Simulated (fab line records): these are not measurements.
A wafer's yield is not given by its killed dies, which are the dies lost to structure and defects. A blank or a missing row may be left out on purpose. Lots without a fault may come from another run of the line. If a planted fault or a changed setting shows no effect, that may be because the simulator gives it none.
Matching of chambers :: flow n5 finfet :: ald sin-04 running N5_SDB_ALD_29: 4 sister chambers
The step deposits SiNx, target thk 30 nm, pulse time 1 s, ald cycles 600. 8 wafers are shown with their chamber, then 11 later ones without.

## EACH WAFER AND ITS CHAMBER
wafer: L082.2
chamber: 2
heater power w (W): 856
susceptor temp C (C): 400.11

wafer: L084.2
chamber: 1
heater power w (W): 763
susceptor temp C (C): 400.14

wafer: L084.4
chamber: 3
heater power w (W): 901
susceptor temp C (C): 400.12

wafer: L084.6
chamber: 1
heater power w (W): 759
susceptor temp C (C): 400.04

wafer: L085.1
chamber: 0
heater power w (W): 814
susceptor temp C (C): 400.41

wafer: L085.4
chamber: 3
heater power w (W): 875
susceptor temp C (C): 400.00

wafer: L085.5
chamber: 2
heater power w (W): 853
susceptor temp C (C): 399.89

wafer: L090.1
chamber: 0
heater power w (W): 820
susceptor temp C (C): 400.00

## WAFERS WITH NO CHAMBER GIVEN
wafer: L090.2
heater power w (W): 855
susceptor temp C (C): 399.98

wafer: L090.3
heater power w (W): 762
susceptor temp C (C): 399.66

wafer: L092.1
heater power w (W): 818
susceptor temp C (C): 400.08

wafer: L092.4
heater power w (W): 749
susceptor temp C (C): 400.00

wafer: L092.5
heater power w (W): 803
susceptor temp C (C): 399.99

wafer: L093.1
heater power w (W): 752
susceptor temp C (C): 400.39

wafer: L093.4
heater power w (W): 868
susceptor temp C (C): 400.21

wafer: L093.6
heater power w (W): 886
susceptor temp C (C): 400.04

wafer: L096.3
heater power w (W): 896
susceptor temp C (C): 399.57

wafer: L096.4
heater power w (W): 815
susceptor temp C (C): 400.17

wafer: L096.6
heater power w (W): 886
susceptor temp C (C): 400.16

## WHICH CHAMBER EACH WENT THROUGH
wafer: L090.2
from the rows above: 2
in truth: 2

wafer: L090.3
from the rows above: 1
in truth: 1

wafer: L092.1
from the rows above: 0
in truth: 0

wafer: L092.4
from the rows above: 1
in truth: 1

wafer: L092.5
from the rows above: 0
in truth: 0

wafer: L093.1
from the rows above: 1
in truth: 1

wafer: L093.4
from the rows above: can't be placed: 2 or 3
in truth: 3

wafer: L093.6
from the rows above: 3
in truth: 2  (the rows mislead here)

wafer: L096.3
from the rows above: 3
in truth: 3

wafer: L096.4
from the rows above: 0
in truth: 0

wafer: L096.6
from the rows above: 3
in truth: 3
Correctly placed: 9 of 11. From these rows, 1 cannot be placed; in 1 the true chamber is one of the candidates. Wrongly placed: 1.
How it was worked out, from the rows above alone: a wafer's distance from a chamber is the root of the sum, over the readings, of the square of ((its reading less the chamber's mean) divided by the reading's scatter). If the next closest chamber is less than 2 further off than the closest, the wafer can't be placed; otherwise it belongs to the closest. For every chamber, the mean is computed from those of its wafers that are shown. The scatter: take each reading less its chamber's mean, square it, sum over the shown wafers, divide by the number of wafers less the number of chambers, and take the root.
